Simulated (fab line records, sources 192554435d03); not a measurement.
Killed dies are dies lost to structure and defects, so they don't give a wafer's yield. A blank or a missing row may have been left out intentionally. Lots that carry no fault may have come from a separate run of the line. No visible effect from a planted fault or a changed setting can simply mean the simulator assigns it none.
fab line records | flow n5-finfet | part 1 of 2: steps 1 to 4 of 6
record: lots: 23 wafers: 69 last-day: 17
route steps=1938 shown MOL_CONTACT_COAG@618 BEOL_M0_SAQP@636
lots with no fault: from the same line, run without faults
start-h: start of the lot's first displayed wafer, in hours after the record's first day | wait-h: hours since the lot's step before | " repeats the value in the row above | L1.1+2: a row that stands for several wafers | - no value, or no start was given | * or withheld: withheld | < > ~ a bound
route shown NAME@n: names a module that has steps shown in the file, with the first one's number in the route | usual: mean/standard deviation of fault-free wafers | same: alike in all rows | chamber/n: place in a boat | sites: each site's reading | _std_site: the standard deviation of these | _edge_site: mean of outer sites minus mean of inner sites | radius-mm: how far each site lies from the wafer's centre | mask NAME#n: copy n | behind: the last tool/chamber to shape the wafer | hold: why the lot went on hold/how many hours it stayed there/how the hold came to an end | device: the n, p or np transistor that did not switch | end of line: at the end of the route, the tests of the same wafers | a step without rows: its recipe alone | killed: count of dies lost to structure and defects at first sort (not the wafer's yield) | map: shows each die of a wafer: x if killed, . if not, _ if none is there
set.NAME: the setting that was run; set.NAME@STEP: the one run at that earlier step | model.NAME: the simulator's own value behind a step, which no gauge read
steps of the route over a sample of lots; a table a step, a row a wafer
services: when a tool's chamber went out of use (start-h, in hours from the record's first day, below 0 if earlier), for how many hours, and the reason
== steps ==
step: N5_MOL_CONTACT_COAG_STRIP_72
recipe: chemistry: N2/H2 power-w: 450 temp-c: 40 pressure-mtorr: 20 rf-frequency-hz: 6e+07 overash-fraction: 3 bias-power-w: 7 h2-frac: 0.5 n2-flow-sccm: 200 h2-flow-sccm: 200
usual: drypump-motor-current-A: 5.63/0.3 oes-product-au: 0.80/0.088 rf-vpp-V: 59.3/2 showerhead-plenum-p-Torr: 2.51/0.072 throttle-valve-pct: 23.7/0.44
columns lot.wafer tool chamber start-h wait-h drypump-motor-current-A oes-product-au rf-hours-counter-h rf-vpp-V showerhead-plenum-p-Torr throttle-valve-pct
L074.3 rie-diel-03 1 102.96 0.0 5.22 0.80 87 57.6 2.43 23.1
L074.4 " 3 " " 5.90 0.77 138 62.4 2.54 23.5
L074.5 " 2 " " 5.70 0.96 - 56.4 2.57 23.2
L075.1 rie-diel-03 1 111.57 0.0 5.23 0.80 89 58.3 2.43 23.1
L075.2 " 3 " " 5.90 0.76 140 61.5 2.54 23.5
L075.3 " 0 " " 5.08 0.71 213 57.9 2.63 23.4
L076.2 rie-diel-03 0 115.30 0.0 5.13 0.69 215 59.9 2.63 23.4
L076.3 " 3 " " 5.91 0.77 141 63.5 2.54 23.5
L076.6 " 0 " " 5.09 0.69 - 58.0 2.63 23.4
L077.1 rie-diel-02 1 121.11 0.0 5.25 0.80 106 61.4 2.46 24.1
L077.3 " 0 " " 5.69 0.73 191 56.6 2.45 24.4
L077.6 " 2 " " 5.71 0.72 - 55.7 2.52 24.1
L078.1 rie-diel-03 3 121.95 0.0 5.89 0.75 144 58.4 2.53 23.5
L078.5 " 3 " " 5.92 0.75 - 59.3 2.53 23.6
L078.6 " 2 " " 5.71 0.93 - 57.5 2.57 23.2
L079.3 rie-diel-06 1 131.84 0.0 5.40 0.91 19 58.6 2.60 23.4
L079.4 " 2 " " 5.53 0.85 60 60.4 2.59 24.2
L079.5 " 3 " " 5.94 0.70 - 58.0 2.40 23.5
L080.2 rie-diel-02 1 135.05 0.0 5.21 0.77 113 59.4 2.46 24.1
L080.4 " 0 " " 5.67 0.73 - 61.2 2.45 24.4
L080.6 " 2 " " 5.70 0.72 - 61.3 2.51 24.1
L081.2 rie-diel-03 2 140.53 0.0 5.71 0.93 31 57.0 2.57 23.2
L081.3 " 1 " " 5.24 0.80 99 61.5 2.42 23.1
L081.4 " 0 " " 5.11 0.69 224 62.9 2.62 23.4
L082.2 rie-diel-06 2 150.35 0.0 5.55 0.88 67 60.8 2.59 24.2
L082.3 " 0 " " 6.03 0.88 26 60.3 2.47 23.2
L082.6 " 0 " " 6.04 0.90 - 60.2 2.47 23.2
L083.1 rie-diel-03 1 154.97 0.0 5.24 0.79 104 62.4 2.42 23.1
L083.4 " 2 " " 5.70 0.93 36 59.4 2.56 23.2
L083.5 " 0 " " 5.09 0.70 - 57.4 2.62 23.5
L084.1 rie-diel-06 2 163.51 0.0 5.55 0.84 73 60.9 2.59 24.3
L084.3 " 3 " " 5.93 0.68 214 56.2 2.40 23.6
L084.6 " 1 " " 5.41 0.90 - 61.3 2.60 23.4
L085.2 rie-diel-02 1 166.77 0.0 5.24 0.77 127 60.6 2.45 24.2
L085.3 " 2 " " 5.69 0.71 210 57.0 2.51 24.2
L085.6 " 0 " " 5.68 0.73 - 57.1 2.45 24.4
L086.1 rie-diel-02 1 179.46 0.0 5.27 0.74 132 58.8 2.45 24.2
L086.3 " 0 " " 5.69 0.71 213 59.3 2.44 24.4
L086.4 " 2 " " 5.66 0.70 215 61.8 2.51 24.1
L087.1 rie-diel-03 1 185.39 0.0 5.24 0.79 114 62.3 2.42 23.1
L087.2 " 2 " " 5.72 0.89 47 57.9 2.56 23.3
L087.3 " 0 " " 5.09 0.68 240 59.0 2.62 23.5
L088.1 rie-diel-02 1 187.58 0.0 5.18 0.73 137 61.8 2.45 24.2
L088.4 " 3 " " 5.76 0.93 15 60.2 2.51 24.1
L088.5 " 3 " " 5.76 0.95 - 59.2 2.52 24.1
L090.2 rie-diel-02 0 195.16 0.0 5.71 0.71 219 57.1 2.44 24.4
L090.3 " 2 " " 5.67 0.68 221 59.3 2.50 24.1
L090.5 " 2 " " 5.74 0.68 - 56.2 2.50 24.1
L091.1 rie-diel-06 3 202.49 0.0 5.92 0.67 223 60.2 2.40 23.7
L091.3 " 1 " " 5.41 0.86 41 62.0 2.59 23.5
L091.5 " 1 " " 5.41 0.88 - 58.3 2.59 23.5
L092.2 rie-diel-06 0 213.25 0.0 6.05 0.86 46 58.8 2.46 23.2
L092.4 " 2 " " 5.57 0.85 84 59.4 2.58 24.3
L092.5 " 1 " " 5.42 0.88 - 59.9 2.59 23.4
L093.3 rie-diel-06 3 214.02 0.0 5.93 0.68 226 56.4 2.40 23.6
L093.5 " 0 " " 6.01 0.84 - 61.4 2.46 23.2
L093.6 " 3 " " 5.95 0.69 - 56.8 2.40 23.6
L094.2 rie-diel-06 3 218.30 0.0 5.94 0.67 228 61.8 2.40 23.6
L094.4 " 1 " " 5.42 0.86 46 58.6 2.59 23.4
L094.6 " 3 " " 5.96 0.69 - 56.1 2.40 23.6
L095.1 rie-diel-06 2 227.76 0.0 5.56 0.82 89 59.2 2.58 24.3
L095.2 " 3 " " 5.92 0.66 231 61.0 2.39 23.6
L095.4 " 0 " " 6.00 0.84 51 59.6 2.46 23.2
L096.1 rie-diel-03 1 235.11 0.1 5.22 0.77 138 61.3 2.41 23.1
L096.5 " 1 " " 5.20 0.78 - 57.9 2.41 23.2
L096.6 " 3 " " 5.93 0.72 - 60.0 2.52 23.6
L097.2 rie-diel-06 1 237.31 0.0 5.42 0.85 53 60.6 2.59 23.5
L097.5 " 3 " " 5.93 0.67 - 60.8 2.39 23.6
L097.6 " 0 " " 5.96 0.84 - 57.1 2.46 23.2
step: N5_MOL_CONTACT_COAG_CVD_140
recipe: material: W target-thk-a: 665 mode: selective-fill temp-c: 300 time-s: 215
usual: heater-power-w: 477/27 susceptor-temp-C: 300.00/0.18
columns lot.wafer tool chamber start-h wait-h heater-power-w since-wet-clean-h susceptor-temp-C
L074.3 cvd-w-01 0 103.44 0.1 514 - 300.05
L074.4 " 1 " " 488 - 299.71
L074.5 " 1 " " 475 - 299.87
L075.1 cvd-w-01 1 111.93 0.1 484 280 299.97
L075.2 " 0 " " 521 280 299.82
L075.3 " 0 " " 513 - 299.70
L076.2 cvd-w-01 0 115.66 0.1 521 284 300.05
L076.3 " 0 " " 512 - 300.02
L076.6 " 0 " " 518 - 300.09
L077.1 cvd-w-01 0 121.47 0.1 516 290 300.34
L077.3 " 1 " " 481 - 299.94
L077.6 " 1 " " 474 - 299.87
L078.1 cvd-w-02 0 122.31 0.1 446 804 300.17
L078.5 " 1 " " 463 - 300.26
L078.6 " 0 " " 437 - 299.91
L079.3 cvd-w-02 1 132.28 0.1 485 - 300.03
L079.4 " 0 " " 440 - 299.87
L079.5 " 1 " " 463 - 299.89
L080.2 cvd-w-02 1 135.41 0.1 465 817 300.07
L080.4 " 0 " " 447 - 299.98
L080.6 " 0 " " 443 - 299.78
L081.2 cvd-w-01 0 140.89 0.1 509 309 299.92
L081.3 " 0 " " 506 - 300.00
L081.4 " 1 " " 473 - 300.03
L082.2 cvd-w-02 0 150.89 0.2 447 - 300.18
L082.3 " 0 " " 450 - 300.13
L082.6 " 0 " " 444 - 300.15
L083.1 cvd-w-02 1 155.33 0.1 466 837 300.16
L083.4 " 0 " " 447 - 300.09
L083.5 " 1 " " 464 - 300.14
L084.1 cvd-w-01 1 163.89 0.1 487 332 299.86
L084.3 " 0 " " 525 - 299.99
L084.6 " 1 " " 488 - 300.23
L085.2 cvd-w-02 1 167.13 0.1 463 849 299.84
L085.3 " 1 " " 471 - 299.71
L085.6 " 1 " " 469 - 300.14
L086.1 cvd-w-01 0 179.82 0.1 520 348 300.30
L086.3 " 1 " " 481 - 299.74
L086.4 " 0 " " 531 - 300.22
L087.1 cvd-w-01 0 185.76 0.1 528 354 300.02
L087.2 " 1 " " 488 354 300.09
L087.3 " 0 " " 515 - 300.05
L088.1 cvd-w-02 0 187.94 0.1 455 870 300.17
L088.4 " 1 " " 485 - 299.69
L088.5 " 0 " " 432 - 300.22
L090.2 cvd-w-01 0 195.52 0.1 523 364 300.02
L090.3 " 1 " " 492 - 299.94
L090.5 " 1 " " 491 - 300.04
L091.1 cvd-w-02 1 202.85 0.1 480 885 299.61
L091.3 " 0 " " 448 - 300.06
L091.5 " 1 " " 467 - 299.89
L092.2 cvd-w-01 1 213.61 0.1 480 382 299.67
L092.4 " 0 " " 502 - 299.65
L092.5 " 1 " " 480 - 299.93
L093.3 cvd-w-02 1 214.46 0.1 470 - 300.03
L093.5 " 0 " " 457 - 300.13
L093.6 " 1 " " 471 - 300.04
L094.2 cvd-w-02 1 218.66 0.1 470 901 300.02
L094.4 " 0 " " 442 - 299.95
L094.6 " 1 " " 481 - 299.82
L095.1 cvd-w-02 0 228.13 0.1 441 910 299.98
L095.2 " 1 " " 476 910 300.09
L095.4 " 0 " " 456 - 299.83
L096.1 cvd-w-01 0 235.50 0.1 529 404 299.85
L096.5 " 1 " " 484 - 300.06
L096.6 " 0 " " 516 - 300.31
L097.2 cvd-w-02 1 237.67 0.1 465 920 299.88
L097.5 " 1 " " 472 - 299.88
L097.6 " 0 " " 450 - 300.44
step: N5_BEOL_M0_SAQP_PECVD_96
recipe: material: a-Si target-thk-a: 450 temp-c: 350 precursor: SiH4/He pressure-torr: 3 rf-w: 100 time-s: 45.2
usual: heater-power-w: 602/67 showerhead-plenum-p-Torr: 5.68/0.055 susceptor-temp-C: 350.00/0.21 throttle-valve-pct: 18.8/0.93
columns lot.wafer tool chamber start-h wait-h heater-power-w showerhead-plenum-p-Torr since-wet-clean-h susceptor-temp-C throttle-valve-pct
L074.3 pecvd-02 1 111.60 0.0 743 5.63 1540 349.87 19.3
L074.4 " 2 " " 529 5.60 - 349.95 17.0
L074.5 " 1 " " 732 5.63 - 350.09 19.4
L075.1 pecvd-01 0 116.17 0.0 675 5.79 1183 350.16 19.9
L075.2 " 2 " " 584 5.73 429 350.09 18.7
L075.3 " 1 " " 616 5.70 1908 349.87 18.1
L076.2 pecvd-02 2 120.25 0.0 516 5.60 70 349.96 16.6
L076.3 " 1 " " 663 5.63 1549 349.92 19.4
L076.6 " 0 " " 701 5.65 - 349.89 18.2
L077.1 pecvd-03 2 125.70 0.0 550 5.66 2098 349.75 18.3
L077.3 " 1 " " 547 5.71 1373 350.16 19.6
L077.6 " 1 " " 544 5.73 - 350.22 19.9
L078.1 pecvd-01 0 129.41 0.0 682 5.77 1196 350.15 19.9
L078.5 " 0 " " 690 5.78 - 349.95 19.9
L078.6 " 1 " " 636 5.73 - 349.97 18.4
L079.3 pecvd-03 2 136.93 0.0 577 5.68 2110 350.08 18.4
L079.4 " 2 " " 584 5.67 - 349.80 18.5
L079.5 " 0 " " 710 5.66 - 350.06 17.7
L080.2 pecvd-03 1 140.47 0.0 545 5.72 1388 350.18 19.5
L080.4 " 0 " " 665 5.66 - 350.32 18.0
L080.6 " 1 " " 545 5.72 - 349.90 19.7
L081.2 pecvd-01 1 145.67 0.0 577 5.73 1937 349.90 18.4
L081.3 " 0 " " 729 5.79 1212 350.12 19.7
L081.4 " 0 " " 728 5.78 - 350.03 19.9
L082.2 pecvd-02 0 156.93 0.0 660 5.64 861 350.05 18.7
L082.3 " 1 " " 627 5.62 1586 349.99 19.4
L082.6 " 1 " " 632 5.63 - 350.54 19.1
L083.1 pecvd-01 2 160.99 0.0 579 5.71 473 349.61 18.9
L083.4 " 1 " " 598 5.71 - 349.84 18.2
L083.5 " 0 " " 637 5.78 - 349.95 19.9
L084.1 pecvd-03 1 168.88 0.0 493 5.70 1417 349.91 19.7
L084.3 " 0 " " 649 5.67 692 349.83 17.9
L084.6 " 1 " " 525 5.71 - 350.07 19.7
L085.2 pecvd-02 0 171.57 0.0 605 5.63 875 350.22 18.3
L085.3 " 1 " " 674 5.64 1600 349.89 19.1
L085.6 " 1 " " 681 5.63 - 350.33 19.6
L086.1 pecvd-03 2 184.70 0.0 575 5.65 2157 349.59 18.6
L086.3 " 0 " " 737 5.67 707 349.43 17.8
L086.4 " 0 " " 739 5.68 - 349.74 18.0
L087.1 pecvd-02 2 190.74 0.0 484 5.58 141 350.28 16.9
L087.2 " 1 " " 674 5.62 1620 350.17 19.6
L087.3 " 0 " " 625 5.64 895 350.10 18.6
L088.1 pecvd-01 0 193.87 0.0 661 5.80 1260 349.71 20.1
L088.4 " 0 " " 700 5.79 - 349.73 19.9
L088.5 " 1 " " 593 5.73 - 349.76 18.1
L090.2 pecvd-03 1 203.31 0.1 586 5.72 - 349.96 19.5
L090.3 " 1 " " 571 5.72 - 350.08 19.8
L090.5 " 1 " " 576 5.70 - 349.94 19.8
L091.1 pecvd-03 1 207.62 0.1 562 5.71 1455 350.20 19.9
L091.3 " 1 " " 576 5.71 - 350.12 19.5
L091.5 " 1 " " 575 5.71 - 350.25 20.0
L092.2 pecvd-01 0 218.29 0.0 686 5.78 1285 349.78 19.7
L092.4 " 0 " " 691 5.77 - 349.78 19.7
L092.5 " 2 " " 576 5.72 - 349.98 19.2
L093.3 pecvd-03 1 221.55 0.0 499 5.70 - 349.75 19.8
L093.5 " 1 " " 501 5.72 - 350.07 19.7
L093.6 " 0 " " 625 5.65 - 349.81 18.3
L094.2 pecvd-01 1 224.75 0.0 578 5.72 2016 350.07 18.1
L094.4 " 1 " " 563 5.72 - 349.87 18.2
L094.6 " 0 " " 726 5.79 - 349.61 19.7
L095.1 pecvd-03 2 236.77 0.0 529 5.65 5 350.17 17.0
L095.2 " 1 " " 561 5.70 1484 350.07 19.8
L095.4 " 1 " " 566 5.70 - 350.30 19.8
L096.1 pecvd-01 2 239.79 0.0 514 5.72 552 349.85 19.2
L096.5 " 0 " " 752 5.80 - 350.19 19.9
L096.6 " 2 " " 543 5.70 - 349.92 19.0
L097.2 pecvd-02 1 242.80 0.0 652 5.64 1672 350.13 19.3
L097.5 " 1 " " 668 5.62 - 349.87 19.7
L097.6 " 0 " " 623 5.64 - 349.57 18.6
step: N5_BEOL_M0_SAQP_OVL_MEAS_15
recipe: points-per-wafer: 44
usual: M0_CORE_OVL: -0.4/0.83
columns lot.wafer tool chamber start-h wait-h M0_CORE_OVL[nm]
L074.3 overlay-01 0 112.17 0.0 0.2
L074.4 " 0 " " -0.2
L074.5 " 0 " " -0.3
L075.1 overlay-02 0 116.87 0.0 -1.3
L075.2 " 0 " " -1.6
L075.3 " 0 " " -1.1
L076.2 overlay-01 0 120.82 0.0 -1.6
L076.3 " 0 " " -1.1
L076.6 " 0 " " -0.8
L077.1 overlay-02 0 126.27 0.0 -0.3
L077.3 " 0 " " 0.6
L077.6 " 0 " " -0.3
L078.1 overlay-01 0 130.10 0.0 0.6
L078.5 " 0 " " -0.2
L078.6 " 0 " " -0.3
L079.3 overlay-02 0 137.62 0.0 0.1
L079.4 " 0 " " -0.1
L079.5 " 0 " " -0.1
L080.2 overlay-02 0 141.16 0.0 0.5
L080.4 " 0 " " -0.9
L080.6 " 0 " " -0.7
L081.2 overlay-02 0 146.24 0.0 -0.3
L081.3 " 0 " " 0.7
L081.4 " 0 " " -1.3
L082.2 overlay-02 0 157.65 0.0 -1.1
L082.3 " 0 " " -1.1
L082.6 " 0 " " -1.0
L083.1 overlay-02 0 161.56 0.0 -1.1
L083.4 " 0 " " -0.2
L083.5 " 0 " " -0.8
L084.1 overlay-01 0 169.58 0.0 -1.7
L084.3 " 0 " " -0.2
L084.6 " 0 " " -0.5
L085.2 overlay-02 0 172.14 0.0 -0.1
L085.3 " 0 " " 1.1
L085.6 " 0 " " 0.4
L086.1 overlay-01 0 186.69 0.0 -0.5
L086.3 " 0 " " -0.4
L086.4 " 0 " " -0.9
L087.1 overlay-01 0 191.31 0.0 -1.3
L087.2 " 0 " " -0.9
L087.3 " 0 " " -2.0
L088.1 overlay-02 0 194.44 0.0 -0.3
L088.4 " 0 " " 0.4
L088.5 " 0 " " -0.9
L090.2 overlay-01 0 204.28 0.0 0.7
L090.3 " 0 " " 0.6
L090.5 " 0 " " 0.6
L091.1 overlay-02 0 208.49 0.0 0.8
L091.3 " 0 " " 1.1
L091.5 " 0 " " -0.6
L092.2 overlay-02 0 218.99 0.0 0.2
L092.4 " 0 " " -1.4
L092.5 " 0 " " 0.2
L093.3 overlay-02 0 222.17 0.0 0.9
L093.5 " 0 " " 0.1
L093.6 " 0 " " 0.5
L094.2 overlay-02 0 225.32 0.0 -2.1
L094.4 " 0 " " -1.7
L094.6 " 0 " " -1.3
L095.1 overlay-02 0 237.34 0.0 -0.9
L095.2 " 0 " " 0.2
L095.4 " 0 " " -0.7
L096.1 overlay-02 0 240.36 0.0 1.1
L096.5 " 0 " " 0.2
L096.6 " 0 " " 0.4
L097.2 overlay-01 0 243.36 0.0 -0.8
L097.5 " 0 " " -1.3
L097.6 " 0 " " -0.9
